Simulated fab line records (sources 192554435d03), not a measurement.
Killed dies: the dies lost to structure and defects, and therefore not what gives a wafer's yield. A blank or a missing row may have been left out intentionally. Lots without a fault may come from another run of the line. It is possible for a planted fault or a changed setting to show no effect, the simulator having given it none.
fab line records	flow n5-finfet
record lots=24	wafers=72	last-day=18
route steps=1938 shown PMOS_HMC_CHANNEL_EPI@57 FIN_SAQP@99 FIN_CUT@163
lots that met no fault: taken from a fault-free run of the same line
start-h: hours from the record's first day to the start of the lot's first wafer shown	wait-h: hours since the lot's step before	" unchanged from the row above	L1.1+2: one row covering several wafers at once	- either no value or no given start	* or withheld: withheld	< > ~ a bound
route shown NAME@n: a module of which the file shows steps, and the number in the route of the first	usual: mean/standard deviation of fault-free wafers	same: alike in all rows	chamber/n: place in a boat	sites: readings site by site	_std_site: the standard deviation of these	_edge_site: the outer-site mean with the inner-site mean subtracted	radius-mm: for every site, how far away it sits from the centre of the wafer	mask NAME#n: copy n	behind: tool/chamber where the wafer was last shaped	hold: what put the lot on hold/how long, in hours/how the hold closed	device: transistor that didn't switch, given as n, p or np	end of line: at the end of the route, the tests of the same wafers	a step with no rows: only its recipe	killed: dies that structure and defects cost at the first sort, which is not the same as the wafer's yield	map: dies across one wafer; x = killed, . = not, _ = none there
set.NAME: the run value of the setting; set.NAME@STEP: its run value at that earlier step	model.NAME: the simulator's own value behind a step, which no gauge read
the route's steps for a sample of lots (tables are steps, rows are wafers)
services: from which hour (start-h, from the record's first day; less than 0 if before it) a tool's chamber was out of use, for how many hours, and why
## steps
# step N5_PMOS_HMC_CHANNEL_EPI_HM_DEP_34
# recipe material=SiO2	target-thk-a=360	temp-c=400	precursor=TEOS/O2	pressure-torr=6.5	rf-w=900	teos-flow-sccm=161.4	gas=O2	flow-sccm=2650	time-s=6.9
# usual heater-power-outer-w=312/66	heater-power-w=555/81	showerhead-plenum-p-Torr=8.34/0.038	throttle-valve-pct=18.3/0.99
lot.wafer	tool	chamber	start-h	wait-h	heater-power-outer-w	heater-power-w	showerhead-plenum-p-Torr	throttle-valve-pct
L074.1	pecvd-04	0	17.04	0.0	285	509	8.36	17.4
L074.2	"	1	"	"	346	620	8.41	20.5
L074.3	"	2	"	"	286	521	8.38	17.8
L075.3	pecvd-04	0	22.89	0.0	264	510	8.34	17.2
L075.4	"	2	"	"	266	502	8.37	17.8
L075.6	"	2	"	"	267	500	8.38	17.7
L076.2	pecvd-01	1	29.08	0.0	281	548	8.28	19.7
L076.4	"	2	"	"	303	490	8.36	17.9
L076.5	"	1	"	"	275	536	8.24	19.8
L077.3	pecvd-04	2	35.24	0.0	233	470	8.37	17.8
L077.4	"	0	"	"	224	437	8.36	17.4
L077.6	"	0	"	"	219	437	8.36	16.9
L078.2	pecvd-02	2	40.91	0.0	353	598	8.39	17.6
L078.4	"	0	"	"	422	733	8.34	18.7
L078.6	"	2	"	"	347	591	8.35	17.8
L079.3	pecvd-01	0	47.07	0.0	253	502	8.32	17.4
L079.4	"	1	"	"	267	523	8.24	19.5
L079.5	"	0	"	"	253	502	8.31	17.5
L080.2	pecvd-01	0	52.75	0.0	291	537	8.31	17.5
L080.3	"	2	"	"	381	582	8.35	17.9
L080.4	"	0	"	"	298	542	8.33	17.5
L081.1	pecvd-02	2	59.23	0.0	382	603	8.38	17.3
L081.4	"	2	"	"	379	633	8.37	17.2
L081.5	"	0	"	"	402	718	8.32	18.8
L082.1	pecvd-02	0	64.98	0.0	332	611	8.32	18.9
L082.5	"	0	"	"	336	615	8.35	18.7
L082.6	"	2	"	"	414	667	8.39	17.3
L083.2	pecvd-01	2	71.57	0.0	368	591	8.33	17.8
L083.3	"	1	"	"	298	568	8.26	19.6
L083.4	"	1	"	"	300	563	8.27	19.7
L084.1	pecvd-02	0	76.93	0.0	406	730	8.33	18.9
L084.2	"	2	"	"	482	754	8.37	17.4
L084.4	"	1	"	"	408	643	8.38	18.8
L085.4	pecvd-02	1	82.98	0.0	348	580	8.38	19.1
L085.5	"	0	"	"	367	658	8.36	18.9
L085.6	"	2	"	"	456	726	8.36	17.2
L086.1	pecvd-04	1	88.59	0.0	259	497	8.38	20.7
L086.3	"	2	"	"	298	530	8.36	17.8
L086.4	"	1	"	"	260	532	8.40	20.5
L087.3	pecvd-02	2	95.67	0.0	363	627	8.37	17.5
L087.5	"	2	"	"	375	623	8.37	17.5
L087.6	"	0	"	"	400	687	8.34	19.0
L088.3	pecvd-01	0	102.01	0.0	292	541	8.34	17.8
L088.5	"	2	"	"	303	522	8.33	18.0
L088.6	"	0	"	"	288	545	8.33	17.7
L089.3	pecvd-02	2	108.44	0.0	474	748	8.36	17.3
L089.5	"	2	"	"	459	748	8.36	17.2
L089.6	"	1	"	"	334	555	8.37	18.6
L090.1	pecvd-04	1	117.03	0.0	312	589	8.40	20.5
L090.4	"	1	"	"	318	572	8.38	20.6
L090.6	"	2	"	"	260	495	8.37	18.1
L091.1	pecvd-01	0	120.44	0.0	242	480	8.34	17.7
L091.3	"	1	"	"	217	447	8.27	19.4
L091.5	"	2	"	"	297	500	8.34	17.9
L092.2	pecvd-01	0	125.24	0.0	295	541	8.34	17.7
L092.4	"	0	"	"	291	552	8.32	17.9
L092.5	"	2	"	"	318	524	8.35	18.1
L093.2	pecvd-01	0	131.49	0.0	281	533	8.34	17.8
L093.3	"	2	"	"	323	525	8.34	17.9
L093.4	"	2	"	"	329	525	8.35	17.9
L094.2	pecvd-01	0	137.22	0.0	201	413	8.32	17.6
L094.4	"	1	"	"	276	523	8.24	19.6
L094.5	"	0	"	"	194	430	8.32	17.7
L095.2	pecvd-04	0	143.49	0.0	223	442	8.36	17.4
L095.5	"	2	"	"	308	548	8.36	18.1
L095.6	"	1	"	"	308	585	8.38	20.1
L096.2	pecvd-01	1	148.99	0.0	307	559	8.25	19.8
L096.3	"	0	"	"	225	463	8.34	17.9
L096.5	"	2	"	"	337	569	8.33	18.0
L097.2	pecvd-04	1	154.60	0.0	277	543	8.38	20.6
L097.3	"	0	"	"	267	491	8.36	17.2
L097.5	"	2	"	"	282	527	8.36	18.3
# step N5_PMOS_HMC_CHANNEL_EPI_EPI_26
# recipe material=Si	target-thk-a=38	temp-c=650	precursor=SiH4/H2	pressure-torr=20	time-s=22.7
# usual throttle-valve-pct=11.2/0.44
lot.wafer	tool	chamber	start-h	wait-h	throttle-valve-pct
L074.1	epi-rpcvd-01	0	19.90	0.0	11.0
L074.2	"	0	"	"	11.1
L074.3	"	0	"	"	10.9
L075.3	epi-rpcvd-04	0	26.18	0.1	11.3
L075.4	"	0	"	"	11.8
L075.6	"	0	"	"	11.5
L076.2	epi-rpcvd-01	0	32.30	0.1	10.6
L076.4	"	0	"	"	10.9
L076.5	"	0	"	"	10.8
L077.3	epi-rpcvd-01	0	38.60	0.2	10.9
L077.4	"	0	"	"	10.7
L077.6	"	0	"	"	10.9
L078.2	epi-rpcvd-01	0	44.09	0.1	10.6
L078.4	"	0	"	"	10.7
L078.6	"	0	"	"	10.5
L079.3	epi-rpcvd-04	0	50.46	0.2	11.6
L079.4	"	0	"	"	11.7
L079.5	"	0	"	"	11.6
L080.2	epi-rpcvd-02	0	55.95	0.1	11.9
L080.3	"	0	"	"	11.7
L080.4	"	0	"	"	11.9
L081.1	epi-rpcvd-01	0	62.20	0.0	10.5
L081.4	"	0	"	"	10.8
L081.5	"	0	"	"	10.9
L082.1	epi-rpcvd-04	0	68.24	0.0	11.2
L082.5	"	0	"	"	11.5
L082.6	"	0	"	"	11.5
L083.2	epi-rpcvd-01	0	74.79	0.1	10.6
L083.3	"	0	"	"	11.0
L083.4	"	0	"	"	10.8
L084.1	epi-rpcvd-02	0	79.81	0.0	12.0
L084.2	"	0	"	"	11.6
L084.4	"	0	"	"	11.8
L085.4	epi-rpcvd-04	0	85.98	0.2	11.4
L085.5	"	0	"	"	11.5
L085.6	"	0	"	"	11.5
L086.1	epi-rpcvd-02	0	91.85	0.0	11.8
L086.3	"	0	"	"	11.7
L086.4	"	0	"	"	11.8
L087.3	epi-rpcvd-04	0	98.71	0.1	11.6
L087.5	"	0	"	"	11.6
L087.6	"	0	"	"	11.7
L088.3	epi-rpcvd-01	0	105.12	0.1	10.6
L088.5	"	0	"	"	10.9
L088.6	"	0	"	"	10.5
L089.3	epi-rpcvd-04	0	111.93	0.2	11.6
L089.5	"	0	"	"	11.7
L089.6	"	0	"	"	11.6
L090.1	epi-rpcvd-01	0	120.37	0.5	11.0
L090.4	"	0	"	"	10.8
L090.6	"	0	"	"	10.9
L091.1	epi-rpcvd-01	0	123.20	0.0	10.9
L091.3	"	0	"	"	10.7
L091.5	"	0	"	"	10.7
L092.2	epi-rpcvd-04	0	128.21	0.1	11.6
L092.4	"	0	"	"	11.5
L092.5	"	0	"	"	11.8
L093.2	epi-rpcvd-04	0	134.28	0.1	11.4
L093.3	"	0	"	"	11.7
L093.4	"	0	"	"	11.3
L094.2	epi-rpcvd-01	0	140.19	0.1	10.9
L094.4	"	0	"	"	10.7
L094.5	"	0	"	"	10.4
L095.2	epi-rpcvd-01	0	146.41	0.1	10.3
L095.5	"	0	"	"	10.8
L095.6	"	0	"	"	10.6
L096.2	epi-rpcvd-04	0	152.31	0.1	11.3
L096.3	"	0	"	"	11.5
L096.5	"	0	"	"	11.4
L097.2	epi-rpcvd-01	0	157.92	0.1	10.7
L097.3	"	0	"	"	10.9
L097.5	"	0	"	"	10.8
# step N5_FIN_SAQP_PECVD_48
# recipe material=SiNx	target-thk-a=250	temp-c=400	precursor=SiH4/NH3/N2	pressure-torr=1.5	rf-w=300	time-s=22.1
# usual heater-power-outer-w=479/65	heater-power-w=774/78	showerhead-plenum-p-Torr=5.09/0.078	throttle-valve-pct=39.3/1.7
lot.wafer	tool	chamber	start-h	wait-h	heater-power-outer-w	heater-power-w	showerhead-plenum-p-Torr	throttle-valve-pct
L074.1	pecvd-01	2	21.10	0.0	541	778	5.14	38.4
L074.2	"	1	"	"	436	764	4.97	42.1
L074.3	"	0	"	"	438	757	5.10	37.6
L075.3	pecvd-01	1	27.18	0.0	363	650	4.97	42.1
L075.4	"	2	"	"	521	783	5.14	38.3
L075.6	"	0	"	"	433	733	5.12	37.8
L076.2	pecvd-03	0	33.80	0.0	475	777	5.02	39.5
L076.4	"	0	"	"	477	756	5.01	39.3
L076.5	"	1	"	"	545	814	5.02	39.5
L077.3	pecvd-01	0	39.71	0.0	418	730	5.11	37.5
L077.4	"	2	"	"	464	712	5.13	38.5
L077.6	"	1	"	"	452	756	4.99	42.3
L078.2	pecvd-03	1	45.31	0.0	564	890	5.01	39.9
L078.4	"	0	"	"	423	703	5.00	39.4
L078.6	"	0	"	"	416	674	5.01	39.4
L079.3	pecvd-03	0	51.56	0.0	495	793	5.01	39.6
L079.4	"	2	"	"	437	783	5.19	36.0
L079.5	"	0	"	"	493	788	5.01	39.3
L080.2	pecvd-01	1	57.66	0.0	438	745	4.99	42.0
L080.3	"	0	"	"	379	653	5.11	37.6
L080.4	"	0	"	"	393	659	5.10	37.5
L081.1	pecvd-02	1	63.64	0.0	537	853	5.18	39.8
L081.4	"	1	"	"	540	844	5.18	40.1
L081.5	"	2	"	"	596	901	5.19	37.3
L082.1	pecvd-02	1	69.55	0.0	506	768	5.18	40.1
L082.5	"	2	"	"	615	925	5.20	37.2
L082.6	"	0	"	"	556	896	5.11	40.2
L083.2	pecvd-03	0	76.21	0.0	397	655	5.01	39.6
L083.3	"	1	"	"	585	873	5.01	39.4
L083.4	"	0	"	"	404	642	5.01	39.5
L084.1	pecvd-01	1	80.88	0.0	452	756	4.97	42.2
L084.2	"	0	"	"	443	753	5.11	37.8
L084.4	"	2	"	"	457	708	5.14	38.5
L085.4	pecvd-01	1	86.92	0.0	382	666	4.98	42.2
L085.5	"	0	"	"	429	765	5.11	37.4
L085.6	"	2	"	"	456	698	5.14	38.5
L086.1	pecvd-01	0	93.24	0.0	431	720	5.11	37.9
L086.3	"	2	"	"	455	722	5.13	38.5
L086.4	"	0	"	"	425	735	5.11	38.0
L087.3	pecvd-02	1	100.89	0.0	513	802	5.19	40.5
L087.5	"	1	"	"	530	784	5.18	40.2
L087.6	"	0	"	"	586	929	5.13	40.7
L088.3	pecvd-01	0	106.12	0.0	362	628	5.12	37.7
L088.5	"	0	"	"	370	641	5.12	38.0
L088.6	"	1	"	"	403	709	4.98	42.0
L089.3	pecvd-02	1	113.04	0.0	513	827	5.17	40.1
L089.5	"	2	"	"	528	828	5.20	37.5
L089.6	"	1	"	"	528	792	5.17	40.3
L090.1	pecvd-02	2	121.45	0.0	518	800	5.21	37.1
L090.4	"	0	"	"	562	907	5.12	40.4
L090.6	"	1	"	"	507	774	5.18	40.3
L091.1	pecvd-03	0	124.46	0.0	501	792	5.02	39.5
L091.3	"	1	"	"	573	843	5.02	39.5
L091.5	"	0	"	"	501	813	5.01	39.9
L092.2	pecvd-01	2	129.23	0.0	484	742	5.14	38.4
L092.4	"	0	"	"	396	694	5.13	38.1
L092.5	"	2	"	"	494	758	5.12	38.5
L093.2	pecvd-01	1	135.41	0.0	404	695	4.97	42.0
L093.3	"	0	"	"	402	681	5.13	38.0
L093.4	"	1	"	"	419	706	4.99	42.1
L094.2	pecvd-02	0	141.26	0.0	548	928	5.12	40.5
L094.4	"	2	"	"	600	929	5.20	37.2
L094.5	"	1	"	"	494	769	5.16	40.4
L095.2	pecvd-01	0	147.84	0.0	446	773	5.11	37.8
L095.5	"	0	"	"	441	758	5.13	38.1
L095.6	"	2	"	"	526	798	5.12	38.6
L096.2	pecvd-01	2	153.33	0.0	480	747	5.13	38.4
L096.3	"	1	"	"	414	708	4.98	42.2
L096.5	"	2	"	"	463	724	5.14	38.3
L097.2	pecvd-01	1	158.95	0.0	423	718	4.97	42.0
L097.3	"	2	"	"	450	713	5.14	38.5
L097.5	"	0	"	"	446	759	5.12	38.0
# step N5_FIN_SAQP_RECESS_75
# recipe chemistry=HF/NH3	target=SiO2	target-depth-a=144	afs-cycles=3	temp-c=30	sublimation-temp-c=180	sublimation-time-s=60
# usual drypump-motor-current-A=5.9/0.31	foreline-p-Torr=0.1281/0.00045	temp-c=30.00/0.11
lot.wafer	tool	chamber	start-h	wait-h	drypump-motor-current-A	foreline-p-Torr	temp-c
L074.1	vapor-etch-01	1	22.49	0.0	5.8	0.1281	29.90
L074.2	"	0	"	"	5.5	0.1281	30.02
L074.3	"	1	"	"	5.8	0.1279	30.04
L075.3	vapor-etch-02	1	28.74	0.1	5.9	0.1273	30.09
L075.4	"	0	"	"	6.4	0.1295	30.11
L075.6	"	0	"	"	6.4	0.1272	30.15
L076.2	vapor-etch-01	1	35.15	0.0	5.8	0.1284	30.22
L076.4	"	1	"	"	5.8	0.1283	29.98
L076.5	"	1	"	"	5.8	0.1285	30.05
L077.3	vapor-etch-01	0	41.12	0.1	5.5	0.1277	30.09
L077.4	"	1	"	"	5.8	0.1277	29.89
L077.6	"	0	"	"	5.5	0.1280	29.89
L078.2	vapor-etch-02	1	46.80	0.0	5.9	0.1282	30.00
L078.4	"	1	"	"	5.9	0.1277	30.08
L078.6	"	0	"	"	6.4	0.1277	30.00
L079.3	vapor-etch-02	1	53.14	0.1	5.9	0.1289	29.90
L079.4	"	0	"	"	6.4	0.1275	29.80
L079.5	"	0	"	"	6.4	0.1286	29.86
L080.2	vapor-etch-01	1	59.11	0.0	5.8	0.1275	30.05
L080.3	"	0	"	"	5.5	0.1286	29.96
L080.4	"	1	"	"	5.8	0.1273	29.80
L081.1	vapor-etch-01	1	64.93	0.0	5.8	0.1280	29.96
L081.4	"	0	"	"	5.5	0.1283	30.05
L081.5	"	0	"	"	5.5	0.1287	30.01
L082.1	vapor-etch-02	0	71.14	0.0	6.4	0.1285	29.95
L082.5	"	1	"	"	5.9	0.1286	30.13
L082.6	"	0	"	"	6.4	0.1279	29.89
L083.2	vapor-etch-02	1	77.98	0.0	5.9	0.1279	30.09
L083.3	"	0	"	"	6.4	0.1290	29.89
L083.4	"	1	"	"	5.9	0.1282	30.10
L084.1	vapor-etch-01	0	82.56	0.0	5.5	0.1282	29.98
L084.2	"	1	"	"	5.8	0.1281	30.12
L084.4	"	0	"	"	5.5	0.1285	29.83
L085.4	vapor-etch-02	1	88.45	0.1	5.9	0.1279	29.97
L085.5	"	1	"	"	5.9	0.1273	29.98
L085.6	"	0	"	"	6.4	0.1275	29.90
L086.1	vapor-etch-01	0	94.68	0.0	5.6	0.1277	30.09
L086.3	"	1	"	"	5.8	0.1284	29.91
L086.4	"	0	"	"	5.5	0.1280	30.19
L087.3	vapor-etch-01	1	102.44	0.2	5.8	0.1276	29.92
L087.5	"	0	"	"	5.5	0.1279	29.99
L087.6	"	1	"	"	5.7	0.1284	29.93
L088.3	vapor-etch-02	1	109.10	0.2	5.9	0.1284	29.94
L088.5	"	1	"	"	5.9	0.1284	29.98
L088.6	"	0	"	"	6.4	0.1277	30.15
L089.3	vapor-etch-02	1	117.30	0.2	5.9	0.1284	29.90
L089.5	"	0	"	"	6.4	0.1279	29.91
L089.6	"	1	"	"	5.9	0.1282	30.07
L090.1	vapor-etch-01	1	122.96	0.0	5.8	0.1273	30.09
L090.4	"	0	"	"	5.5	0.1285	29.89
L090.6	"	0	"	"	5.5	0.1275	30.01
L091.1	vapor-etch-01	1	125.75	0.0	5.8	0.1274	30.09
L091.3	"	0	"	"	5.5	0.1284	30.04
L091.5	"	0	"	"	5.5	0.1283	30.07
L092.2	vapor-etch-01	1	130.65	0.0	5.8	0.1272	29.96
L092.4	"	0	"	"	5.5	0.1281	29.88
L092.5	"	0	"	"	5.5	0.1284	29.70
L093.2	vapor-etch-01	1	137.07	0.0	5.8	0.1278	29.98
L093.3	"	0	"	"	5.6	0.1280	30.06
L093.4	"	1	"	"	5.8	0.1282	30.08
L094.2	vapor-etch-02	0	142.97	0.0	6.4	0.1281	30.04
L094.4	"	0	"	"	6.4	0.1279	30.07
L094.5	"	0	"	"	6.4	0.1276	30.01
L095.2	vapor-etch-01	1	149.12	0.0	5.8	0.1280	30.02
L095.5	"	1	"	"	5.8	0.1281	29.99
L095.6	"	0	"	"	5.5	0.1283	30.33
L096.2	vapor-etch-01	0	155.35	0.0	5.5	0.1274	30.03
L096.3	"	0	"	"	5.5	0.1285	29.96
L096.5	"	1	"	"	5.8	0.1279	29.93
L097.2	vapor-etch-02	1	160.37	0.0	5.9	0.1282	30.02
L097.3	"	0	"	"	6.4	0.1284	30.11
L097.5	"	0	"	"	6.4	0.1273	29.98
# step N5_FIN_SAQP_SPACER2_ALD_28
# recipe material=SiO2	target-thk-a=81	temp-c=300	ald-precursor-family=BDEAS	ald-co-reactant=O2-plasma	pulse-time-s=1	purge-time-s=2	co-reactant-purge-time-s=2	pressure-torr=2
# usual heater-power-outer-w=283/36	heater-power-w=499/55	precursor-pulse-height-rel=0.998/0.02
lot.wafer	tool	chamber	start-h	wait-h	heater-power-outer-w	heater-power-w	precursor-pulse-height-rel
L074.1	ald-sin-04	1	24.83	0.1	270	553	1.018
L074.2	"	3	"	"	290	500	1.004
L074.3	"	0	"	"	268	501	1.000
L075.3	ald-sin-02	2	31.21	0.1	261	491	0.969
L075.4	"	3	"	"	291	440	0.997
L075.6	"	3	"	"	292	446	0.988
L076.2	ald-sin-04	3	37.74	0.1	296	519	1.005
L076.4	"	2	"	"	247	447	1.047
L076.5	"	3	"	"	291	522	1.001
L077.3	ald-sin-04	2	43.56	0.1	248	435	0.997
L077.4	"	0	"	"	265	496	1.026
L077.6	"	3	"	"	288	516	0.987
L078.2	ald-sin-03	1	49.50	0.1	366	614	1.005
L078.4	"	0	"	"	284	539	1.011
L078.6	"	2	"	"	306	549	0.975
L079.3	ald-sin-02	3	55.34	0.1	292	444	1.039
L079.4	"	2	"	"	250	497	1.003
L079.5	"	2	"	"	256	478	0.965
L080.2	ald-sin-02	3	62.39	1.1	296	444	1.000
L080.3	"	1	"	"	299	478	0.996
L080.4	"	2	"	"	261	482	0.970
L081.1	ald-sin-03	2	67.58	0.1	316	573	0.979
L081.4	"	3	"	"	283	465	0.959
L081.5	"	2	"	"	312	569	0.974
L082.1	ald-sin-03	1	73.59	0.1	352	591	1.018
L082.5	"	1	"	"	362	617	0.979
L082.6	"	2	"	"	309	546	1.002
L083.2	ald-sin-03	0	80.66	0.1	290	533	1.013
L083.3	"	2	"	"	315	555	0.987
L083.4	"	1	"	"	355	584	1.003
L084.1	ald-sin-02	1	84.88	0.1	296	486	1.014
L084.2	"	0	"	"	216	413	1.024
L084.4	"	2	"	"	263	480	1.021
L085.4	ald-sin-02	0	91.63	0.3	219	416	0.975
L085.5	"	0	"	"	214	409	0.989
L085.6	"	3	"	"	298	458	0.969
L086.1	ald-sin-02	1	97.48	0.1	299	484	0.996
L086.3	"	0	"	"	210	413	1.012
L086.4	"	3	"	"	294	450	0.988
L087.3	ald-sin-03	1	104.72	0.1	362	601	0.995
L087.5	"	2	"	"	310	570	1.011
L087.6	"	3	"	"	279	476	1.006
L088.3	ald-sin-02	2	112.12	0.1	262	490	1.007
L088.5	"	3	"	"	291	462	0.965
L088.6	"	0	"	"	217	420	0.993
L089.3	ald-sin-04	3	119.73	0.1	286	521	1.009
L089.5	"	1	"	"	265	537	0.984
L089.6	"	0	"	"	253	482	0.975
L090.1	ald-sin-03	3	125.30	0.1	288	480	1.016
L090.4	"	1	"	"	356	601	1.009
L090.6	"	2	"	"	321	569	1.010
L091.1	ald-sin-03	1	128.16	0.1	362	609	0.988
L091.3	"	2	"	"	310	555	1.064
L091.5	"	3	"	"	280	470	0.985
L092.2	ald-sin-02	2	132.99	0.1	264	485	1.009
L092.4	"	0	"	"	216	418	0.982
L092.5	"	0	"	"	214	404	1.005
L093.2	ald-sin-04	0	139.96	0.3	247	493	1.017
L093.3	"	2	"	"	255	460	0.970
L093.4	"	3	"	"	293	530	0.994
L094.2	ald-sin-03	0	145.55	0.1	288	526	1.019
L094.4	"	2	"	"	306	570	0.962
L094.5	"	3	"	"	282	470	0.978
L095.2	ald-sin-04	3	151.48	0.1	288	517	0.996
L095.5	"	3	"	"	292	512	0.999
L095.6	"	2	"	"	249	463	0.991
L096.2	ald-sin-02	1	158.09	0.1	294	490	1.004
L096.3	"	3	"	"	288	446	0.978
L096.5	"	0	"	"	213	411	0.980
L097.2	ald-sin-03	3	162.96	0.1	280	475	1.030
L097.3	"	1	"	"	359	612	0.996
L097.5	"	1	"	"	362	594	0.998
# step N5_FIN_CUT_CD_MEAS_08
# recipe target-cd-nm=29.1	landing-energy-ev=500	detector=se-inlens	polarity=opening
# usual cd-nm=29.06/0.23
lot.wafer	tool	chamber	start-h	wait-h	cd-nm
L074.1	cd-sem-02	0	26.36	-	28.90
L074.2	"	0	"	"	29.06
L074.3	"	0	"	"	28.73
L075.3	cd-sem-02	0	32.92	-	28.77
L075.4	"	0	"	"	29.31
L075.6	"	0	"	"	29.16
L076.2	cd-sem-01	0	39.31	-	28.91
L076.4	"	0	"	"	29.22
L076.5	"	0	"	"	28.94
L077.3	cd-sem-02	0	45.12	-	29.04
L077.4	"	0	"	"	28.85
L077.6	"	0	"	"	29.30
L078.2	cd-sem-02	0	51.04	-	29.07
L078.4	"	0	"	"	28.69
L078.6	"	0	"	"	28.58
L079.3	cd-sem-02	0	57.09	-	29.30
L079.4	"	0	"	"	29.00
L079.5	"	0	"	"	29.47
L080.2	cd-sem-01	0	63.93	-	28.91
L080.3	"	0	"	"	29.28
L080.4	"	0	"	"	29.31
L081.1	cd-sem-02	0	69.19	-	29.32
L081.4	"	0	"	"	28.78
L081.5	"	0	"	"	29.42
L082.1	cd-sem-01	0	75.04	-	29.37
L082.5	"	0	"	"	28.95
L082.6	"	0	"	"	28.99
L083.2	cd-sem-03	0	82.25	-	28.78
L083.3	"	0	"	"	28.80
L083.4	"	0	"	"	28.95
L084.1	cd-sem-03	0	86.42	-	29.40
L084.2	"	0	"	"	29.13
L084.4	"	0	"	"	29.02
L085.4	cd-sem-02	0	93.14	-	28.65
L085.5	"	0	"	"	29.21
L085.6	"	0	"	"	29.38
L086.1	cd-sem-02	0	98.90	-	29.16
L086.3	"	0	"	"	28.98
L086.4	"	0	"	"	29.01
L087.3	cd-sem-01	0	106.37	-	28.84
L087.5	"	0	"	"	29.18
L087.6	"	0	"	"	28.49
L088.3	cd-sem-03	0	114.33	-	29.33
L088.5	"	0	"	"	29.14
L088.6	"	0	"	"	29.33
L089.3	cd-sem-01	0	121.37	-	29.15
L089.5	"	0	"	"	29.14
L089.6	"	0	"	"	29.16
L090.1	cd-sem-02	0	127.05	-	28.88
L090.4	"	0	"	"	29.02
L090.6	"	0	"	"	28.98
L091.1	cd-sem-02	0	129.58	-	29.25
L091.3	"	0	"	"	28.80
L091.5	"	0	"	"	29.35
L092.2	cd-sem-02	0	134.53	-	29.06
L092.4	"	0	"	"	28.78
L092.5	"	0	"	"	29.12
L093.2	cd-sem-02	0	142.01	-	29.32
L093.3	"	0	"	"	29.16
L093.4	"	0	"	"	29.24
L094.2	cd-sem-01	0	147.03	-	29.32
L094.4	"	0	"	"	28.97
L094.5	"	0	"	"	29.18
L095.2	cd-sem-02	0	153.02	-	29.21
L095.5	"	0	"	"	29.40
L095.6	"	0	"	"	29.12
L096.2	cd-sem-02	0	159.52	-	29.03
L096.3	"	0	"	"	28.88
L096.5	"	0	"	"	28.93
L097.2	cd-sem-02	0	164.49	-	29.07
L097.3	"	0	"	"	28.81
L097.5	"	0	"	"	29.10
## services
tool	chamber	start-h	hours	kind
ald-sin-03	2	2.03	16.3	repair
pecvd-02	-	10.91	4.3	repair
pecvd-04	1	21.01	24.5	repair
pecvd-02	0	21.62	10.5	repair
ald-sin-02	-	27.29	1.3	repair
pecvd-02	1	32.37	2.1	scheduled-down
vapor-etch-02	-	55.57	2.8	pm
ald-sin-02	3	56.29	1.7	repair
ald-sin-03	-	56.38	1.0	repair
ald-sin-04	-	66.74	0.3	repair
pecvd-01	-	68.08	1.0	repair
ald-sin-04	-	86.24	14.0	pm
ald-sin-04	0	86.24	14.0	vent-cycle
ald-sin-04	1	86.24	14.0	vent-cycle
ald-sin-04	2	86.24	14.0	vent-cycle
ald-sin-04	3	86.24	14.0	vent-cycle
pecvd-04	0	95.73	-	calibration
ald-sin-04	0	100.24	-	clean
pecvd-02	2	100.44	5.0	scheduled-down
pecvd-02	0	107.86	6.9	repair
epi-rpcvd-02	-	116.94	27.2	pm
pecvd-04	-	120.19	2.8	pm
pecvd-04	-	123.57	4.8	repair
ald-sin-02	-	161.48	2.8	pm
## key
fault none
